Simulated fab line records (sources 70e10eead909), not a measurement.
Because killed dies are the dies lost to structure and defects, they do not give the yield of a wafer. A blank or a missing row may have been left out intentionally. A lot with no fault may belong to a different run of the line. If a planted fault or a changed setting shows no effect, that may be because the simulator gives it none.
The tool behind it: which one? | flow nand_harc | 12 lots, 36 wafers sampled, at 5 steps of a route of 1302

## WHAT THE GAUGES READ, wafer by wafer
NHARC_A_SGD_CUT_INSPECT_25. Usual: raw_defect_count reads 379 (standard deviation 69).
lot  | measured     | on                | raw_defect_count | flag
L731 | day 19 16:54 | defect_inspect-01 | 373 416 362      |
L734 | day 20 12:44 | defect_inspect-01 | 445 345 395      |
L737 | day 22 03:44 | defect_inspect-01 | 357 355 409      |
L736 | day 22 14:59 | defect_inspect-02 | 388 258 333      |
L739 | day 22 21:29 | defect_inspect-01 | 411 414 405      |
L738 | day 22 21:26 | defect_inspect-02 | 359 317 399      |
L746 | day 26 06:13 | defect_inspect-02 | 445 311 372      |
L747 | day 26 06:13 | defect_inspect-01 | 440 391 336      |
L749 | day 27 02:50 | defect_inspect-02 | 386 513 407      |
L752 | day 28 20:28 | defect_inspect-01 | 270 287 310      |
L751 | day 29 03:54 | defect_inspect-01 | 275 308 284      |
L753 | day 29 07:37 | defect_inspect-01 | 370 410 432      |

NHARC_END_SORT_01. Usual: killed_at_array 52, standard deviation 17; killed_at_other 0.9, standard deviation 1.2; killed_at_periphery 3.9, standard deviation 2.7; killed_dies 57, standard deviation 16; killed_open 3.3, standard deviation 1.9; killed_short 2.5, standard deviation 1.5.
lot  | measured     | on        | killed_at_array | killed_at_other | killed_at_periphery | killed_dies | killed_open | killed_short | flag
L736 | day 27 14:13 | prober-01 | 673 675 667     | 4 1 2           | 0 1 8               | 677 677 677 | 3 1 7       | 3 4 5        | OFF
L739 | day 27 23:51 | prober-02 | 676 674 674     | 0 0 1           | 1 3 2               | 677 677 677 | 1 2 2       | 2 3 3        | OFF
L738 | day 27 23:05 | prober-01 | 675 674 671     | 0 1 1           | 2 2 5               | 677 677 677 | 5 5 3       | 1 5 3        | OFF

## WHICH TOOL RAN EACH LOT (tool, then ch and the chambers of the sampled wafers, then the start)
lot  | NHARC_A_SGD_CUT_ETCH_15                       | NHARC_A_SGD_CUT_STRIP_17           | NHARC_A_SGD_CUT_ETCHBACK_24
L731 | rie_diel-06 ch 2,3, day 19 10:03 or earlier   | rie_diel-06 ch 0,2,3, day 19 10:03 | rie_diel-10 ch 1,2,3, day 19 16:40
L734 | rie_diel-07 ch 0,2,3, day 20 04:26 or earlier | rie_diel-07 ch 0,2,3, day 20 04:26 | rie_diel-06 ch 0,1,2, day 20 12:31
L737 | rie_diel-07 ch 1,2,3, day 21 20:35 or earlier | rie_diel-07 ch 0,2, day 21 20:35   | rie_diel-06 ch 0,2,3, day 22 03:31
L736 | rie_diel-10 ch 2,3, day 22 07:20 or earlier   | rie_diel-10 ch 0,2,3, day 22 07:20 | rie_diel-06 ch 1,3, day 22 14:42
L739 | rie_diel-10 ch 0,2,3, day 22 15:22 or earlier | rie_diel-10 ch 0,2, day 22 15:22   | rie_diel-10 ch 0,3, day 22 21:15
L738 | rie_diel-07 ch 0,1,2, day 22 16:08 or earlier | rie_diel-07 ch 2,3, day 22 16:08   | rie_diel-07 ch 1,2,3, day 22 21:15
L746 | rie_diel-10 ch 1,2,3, day 25 21:00 or earlier | rie_diel-07 ch 0,1,2, day 25 21:00 | rie_diel-06 ch 2,3, day 26 05:59
L747 | rie_diel-07 ch 2,3, day 25 23:30 or earlier   | rie_diel-07 ch 1,3, day 25 23:30   | rie_diel-10 ch 0,1,3, day 26 06:01
L749 | rie_diel-10 ch 1,2,3, day 26 19:27 or earlier | rie_diel-10 ch 1,2, day 26 19:27   | rie_diel-10 ch 1,2, day 27 02:31
L752 | rie_diel-10 ch 0,1,3, day 28 13:56 or earlier | rie_diel-10 ch 0,1,2, day 28 13:56 | rie_diel-10 ch 0,1,3, day 28 20:16
L751 | rie_diel-07 ch 1,2,3, day 28 21:33 or earlier | rie_diel-07 ch 0,3, day 28 21:33   | rie_diel-06 ch 1,3, day 29 03:40
L753 | rie_diel-10 ch 0,1,3, day 29 02:04 or earlier | rie_diel-10 ch 1,2,3, day 29 02:04 | rie_diel-06 ch 1,2,3, day 29 07:22
- NHARC_A_SGD_CUT_ETCH_15: etches the open film in CH3F/O2, target depth 75 nm, time 64.3 s.
- NHARC_A_SGD_CUT_STRIP_17: strips in O2.
- NHARC_A_SGD_CUT_ETCHBACK_24: etches the open film in CH3F/O2, target depth 50 nm, time 92.857 s.

## AS READ BY THE TOOLS THEMSELVES (means over the sampled wafers that have a number; for cases with no such wafer, the mark the record gives instead)
NHARC_A_SGD_CUT_ETCH_15. Usual: drypump_motor_current_A 5.8 A, standard deviation 0.43; oes_product_au 0.963 a.u., standard deviation 0.015; rf_vpp_V 264.7 V, standard deviation 1.6; showerhead_plenum_p_Torr 2.52 Torr, standard deviation 0.09; throttle_valve_pct 20.662 %, standard deviation 0.009.
lot  | tool        | drypump_motor_current_A (A) | oes_product_au (a.u.) | rf_vpp_V (V) | showerhead_plenum_p_Torr (Torr) | throttle_valve_pct (%) | flag
L731 | rie_diel-06 | 5.6                         | 0.937                 | 265.2        | 2.53                            | 20.665                 |
L734 | rie_diel-07 | 5.7                         | 0.945                 | 265.2        | 2.57                            | 20.662                 |
L737 | rie_diel-07 | 5.6                         | 0.974                 | 266.4        | 2.59                            | 20.661                 |
L736 | rie_diel-10 | 5.6                         | 0.966                 | 265.4        | 2.55                            | 20.659                 |
L739 | rie_diel-10 | 5.8                         | 0.963                 | 263.5        | 2.51                            | 20.665                 |
L738 | rie_diel-07 | 5.6                         | 0.974                 | 265.2        | 2.56                            | 20.664                 |
L746 | rie_diel-10 | 5.6                         | 0.963                 | 263.8        | 2.47                            | 20.669                 |
L747 | rie_diel-07 | 5.8                         | 0.956                 | 265.9        | 2.59                            | 20.662                 |
L749 | rie_diel-10 | 5.6                         | 0.967                 | 264.7        | 2.47                            | 20.656                 |
L752 | rie_diel-10 | 5.9                         | 0.958                 | 264.4        | 2.42                            | 20.659                 |
L751 | rie_diel-07 | 5.6                         | 0.985                 | 265.1        | 2.58                            | 20.663                 |
L753 | rie_diel-10 | 5.9                         | 0.956                 | 263.5        | 2.42                            | 20.658                 |

NHARC_A_SGD_CUT_STRIP_17. Usual: chamber_pressure_mTorr 60.00 mTorr, standard deviation 0.052; drypump_motor_current_A 5.8 A, standard deviation 0.43; oes_product_au 0.999 a.u., standard deviation 0.01; rf_vpp_V 58.0 V, standard deviation 0.94; showerhead_plenum_p_Torr 3.62 Torr, standard deviation 0.11; throttle_valve_pct 17.037 %, standard deviation 0.0088.
lot  | tool        | chamber_pressure_mTorr (mTorr) | drypump_motor_current_A (A) | oes_product_au (a.u.) | rf_vpp_V (V) | showerhead_plenum_p_Torr (Torr) | throttle_valve_pct (%) | flag
L731 | rie_diel-06 | 60.05                          | 5.8                         | 0.990                 | 57.0         | 3.63                            | 17.035                 |
L734 | rie_diel-07 | 59.94                          | 5.8                         | 1.001                 | 57.3         | 3.68                            | 17.036                 |
L737 | rie_diel-07 | 60.02                          | 5.7                         | 0.999                 | 58.4         | 3.65                            | 17.037                 |
L736 | rie_diel-10 | -                              | -                           | -                     | -            | -                               | -                      | OFF
L739 | rie_diel-10 | -                              | -                           | -                     | -            | -                               | -                      | OFF
L738 | rie_diel-07 | -                              | -                           | -                     | -            | -                               | -                      | OFF
L746 | rie_diel-07 | 60.00                          | 5.6                         | 1.017                 | 57.8         | 3.67                            | 17.032                 |
L747 | rie_diel-07 | 59.95                          | 6.0                         | 0.991                 | 58.0         | 3.68                            | 17.046                 |
L749 | rie_diel-10 | 59.99                          | 5.7                         | 0.998                 | 57.3         | 3.52                            | 17.040                 |
L752 | rie_diel-10 | 60.01                          | 6.0                         | 0.981                 | 57.4         | 3.46                            | 17.034                 |
L751 | rie_diel-07 | 60.03                          | 6.1                         | 0.996                 | 58.7         | 3.65                            | 17.039                 |
L753 | rie_diel-10 | 59.96                          | 5.7                         | 0.990                 | 58.2         | 3.54                            | 17.044                 |

NHARC_A_SGD_CUT_ETCHBACK_24. Usual: drypump_motor_current_A 5.8 A, standard deviation 0.42; oes_product_au 0.97 a.u., standard deviation 0.038; rf_vpp_V 245.1 V, standard deviation 1.5; showerhead_plenum_p_Torr 2.51 Torr, standard deviation 0.088; throttle_valve_pct 20.663 %, standard deviation 0.0084.
lot  | tool        | drypump_motor_current_A (A) | oes_product_au (a.u.) | rf_vpp_V (V) | showerhead_plenum_p_Torr (Torr) | throttle_valve_pct (%) | flag
L731 | rie_diel-10 | 5.6                         | 1.00                  | 245.4        | 2.47                            | 20.661                 |
L734 | rie_diel-06 | 5.9                         | 0.98                  | 245.5        | 2.54                            | 20.660                 |
L737 | rie_diel-06 | 5.7                         | 1.00                  | 245.8        | 2.53                            | 20.665                 |
L736 | rie_diel-06 | 5.9                         | 0.91                  | 245.9        | 2.53                            | 20.661                 |
L739 | rie_diel-10 | 6.1                         | 0.92                  | 244.5        | 2.46                            | 20.668                 |
L738 | rie_diel-07 | 5.6                         | 0.93                  | 246.6        | 2.59                            | 20.654                 |
L746 | rie_diel-06 | 5.6                         | 1.00                  | 245.0        | 2.53                            | 20.658                 |
L747 | rie_diel-10 | 5.9                         | 0.99                  | 243.2        | 2.42                            | 20.667                 |
L749 | rie_diel-10 | 5.8                         | 0.92                  | 243.3        | 2.37                            | 20.667                 |
L752 | rie_diel-10 | 5.9                         | 0.92                  | 243.1        | 2.42                            | 20.662                 |
L751 | rie_diel-06 | 6.0                         | 1.01                  | 245.1        | 2.53                            | 20.661                 |
L753 | rie_diel-06 | 5.7                         | 1.01                  | 244.5        | 2.53                            | 20.662                 |

## THE ANSWER, worked out from the rows above alone
Rule: lot off if the mean of its wafers having a number is beyond 3 standard deviations from the usual mean. A lot without any number at a reading at which 4 lots or more have one is off too. Where the step has rows for the other lots, those lots are counted as sound. Order of review: gauges by route order, followed by the tools' own readings, for which a lot's mean as printed above is used. The first step at which some lot is off is used, and at that step the reading that is off furthest; a lot without a number counts as furthest.
Off, at NHARC_END_SORT_01 on killed_dies: L736, L739, L738. Neither off nor sound, because the step has no rows for them: L731, L734, L737, L746, L747, L749, L752, L751, L753.
If a tool, at a process step before that reading, ran all the lots that are off and no sound lot after the first of them, it fits. Not tried: the gauges at NHARC_END_SORT_01; whatever is off there is also off at NHARC_A_SGD_CUT_STRIP_17, on other tools, and gauge error can't account for it. Because NHARC_A_SGD_CUT_ETCH_15 lacks a start for some lots, the hours and order of its lots are taken from NHARC_A_SGD_CUT_STRIP_17. Not one of the candidates tried fits.

## WHAT HAD BEEN PUT IN BY THE SIMULATOR
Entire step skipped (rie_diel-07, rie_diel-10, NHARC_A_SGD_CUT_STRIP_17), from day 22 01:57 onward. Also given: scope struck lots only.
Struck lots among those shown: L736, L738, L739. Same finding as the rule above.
